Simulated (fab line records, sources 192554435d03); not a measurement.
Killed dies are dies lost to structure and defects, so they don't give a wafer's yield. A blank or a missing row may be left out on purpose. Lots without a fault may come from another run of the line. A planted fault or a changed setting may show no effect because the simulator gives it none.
Chamber matching | flow n5_finfet | N5_BEOL_M14_ETCH_59 on rie_diel-01: 4 sister chambers
The step etches BARC in N2/H2, target depth 89 nm, overetch 26.7 nm, time 67.9 s. 8 wafers are shown with their chamber, then 11 later ones without.

WAFERS WITH THEIR CHAMBER
wafer  | chamber | showerhead_plenum_p_Torr (Torr) | drypump_motor_current_A (A)
L074.6 | 1       | 2.61                            | 5.9
L078.1 | 1       | 2.61                            | 5.9
L078.4 | 0       | 2.61                            | 6.0
L087.5 | 2       | 2.68                            | 5.5
L089.3 | 0       | 2.60                            | 6.0
L089.5 | 2       | 2.68                            | 5.6
L089.6 | 3       | 2.46                            | 5.8
L091.2 | 3       | 2.46                            | 5.8

WAFERS WITHOUT THEIR CHAMBER
wafer  | showerhead_plenum_p_Torr (Torr) | drypump_motor_current_A (A)
L091.3 | 2.60                            | 6.0
L091.5 | 2.60                            | 5.9
L092.1 | 2.60                            | 6.0
L092.4 | 2.68                            | 5.5
L092.6 | 2.60                            | 6.0
L095.1 | 2.59                            | 5.9
L095.5 | 2.46                            | 5.7
L095.6 | 2.67                            | 5.6
L097.3 | 2.45                            | 5.7
L097.4 | 2.59                            | 6.0
L097.6 | 2.45                            | 5.7

WHICH CHAMBER EACH WENT THROUGH
wafer  | from the rows above     | in truth
L091.3 | 0                       | 0
L091.5 | can't be placed: 1 or 0 | 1
L092.1 | 0                       | 0
L092.4 | 2                       | 2
L092.6 | 0                       | 0
L095.1 | can't be placed: 0 or 1 | 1
L095.5 | 3                       | 3
L095.6 | 2                       | 2
L097.3 | 3                       | 3
L097.4 | 0                       | 0
L097.6 | 3                       | 3
Placed correctly: 9 of 11. Can't be placed from these rows: 2 (the true chamber is among the candidates in 2). Placed wrongly: 0.
How it was worked out, from the rows above alone: a wafer's distance from a chamber is the root of the sum, over the readings, of the square of ((its reading less the chamber's mean) divided by the reading's scatter). The wafer belongs to the nearest chamber; if the next one is less than 2 further off, it can't be placed. A chamber's mean is the mean of its shown wafers. The scatter: the root of (the sum of the squares of (reading less its chamber's mean) over the shown wafers, divided by (wafers less chambers)).
